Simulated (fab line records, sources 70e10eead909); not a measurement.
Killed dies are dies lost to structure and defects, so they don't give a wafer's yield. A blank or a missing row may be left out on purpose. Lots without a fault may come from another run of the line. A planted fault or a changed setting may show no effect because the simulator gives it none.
A struck lot beside a sound one | flow nand_harc | 15 steps out of a route of 1159
Sound: wafers L525.3, L525.4, L525.5. Struck: wafer L539.6. (L539.2, L539.5 of the same lot were not struck and are left out.) The cause comes at the end.
At each step with rows: each side's tool, then ch and its chambers, then its first start. Under that, the readings that differ: sound wafers | struck wafers | difference of the means | sigmas: that difference in standard deviations of wafers without a fault.
alike: readings whose means differ by less than 2 such deviations, and words and numbers that are the same on both sides. not compared: withheld readings, readings that some wafer has no value for, bounds like >300 that may hide the same value, and numbers for which the record gives no deviation and whose values overlap.
The two part at a step that has a row with sigmas, a row that says differs or no value, or rows on one side only. Numbers that don't overlap but have no deviation are shown without sigmas and don't part them. A reading that every wafer of one side lacks parts them only if that side has two wafers or more.

first, 8 steps without rows for these wafers: NHARC_THIN_TSV_DEHYDRATE_25 (time 120 s); NHARC_THIN_TSV_HMDS_26 (time 30 s); NHARC_THIN_TSV_COAT_27; NHARC_THIN_TSV_SOFTBAKE_28 (time 95 s); NHARC_THIN_TSV_EBR_29; NHARC_THIN_TSV_EXPOSE_30 (exposes mask PAD); NHARC_THIN_TSV_PEB_31 (peb time 85 s); NHARC_THIN_TSV_DEVELOP_32 (time 70 s).
NHARC_THIN_TSV_CD_MEAS_33: target cd 5000 nm.
  sound on cd_sem-03 ch 0, day 20 13:31; struck on cd_sem-03 ch 0, day 23 18:10
  alike: cd_nm
then, 1 step without rows for these wafers: NHARC_THIN_TSV_HARDBAKE_34 (time 80 s).
NHARC_THIN_TSV_DESCUM_35: chemistry O2, time 3 s.
  sound on rie_diel-12 ch 0,2,3, day 20 13:42; struck on rie_diel-04 ch 0, day 23 18:21
  alike: drypump_motor_current_A, mfc_ar_sccm, oes_product_au, rf_vpp_V, showerhead_plenum_p_Torr, throttle_valve_pct
  not compared: rf_hours_counter_h
NHARC_THIN_TSV_ETCH_59: etches the open film in Cl2/BCl3, target depth 880 nm, time 138.1 s.
  sound on rie_metal-01 ch 0,1, day 20 13:53; struck on rie_metal-03 ch 0, day 23 18:29
  alike: drypump_motor_current_A, oes_product_au, throttle_valve_pct
  not compared: rf_hours_counter_h
NHARC_THIN_TSV_ETCH_36: etches the open film in Cl2/BCl3, target depth 65 nm, time 18.571 s.
  sound on rie_metal-01 ch 0,1, day 20 14:05; struck on rie_metal-03 ch 0, day 23 18:43
  reading               | sound             | struck | difference | sigmas
  oes_product_au (a.u.) | 1.001 0.991 0.996 | 0.845  | -0.151     | -14
  alike: drypump_motor_current_A
  not compared: rf_hours_counter_h
NHARC_THIN_TSV_STRIP_56: strips in O2.
  sound on plasma_asher-02 ch 0,1, day 20 14:16; struck on plasma_asher-02 ch 1, day 23 19:05
  alike: drypump_motor_current_A, heater_power_w
  not compared: rf_hours_counter_h
NHARC_END_SORT_01:
  the record has rows for the struck wafers here (prober-01 ch 0, day 24 13:18) and none for the sound ones

WHERE THEY PART
First at NHARC_THIN_TSV_ETCH_36; last, within this record, at NHARC_END_SORT_01.

WHY: what the simulator had put in
Process parameter drift: rie_metal-03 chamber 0, from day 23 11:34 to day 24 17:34, at NHARC_THIN_TSV_ETCH_36. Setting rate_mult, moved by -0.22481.
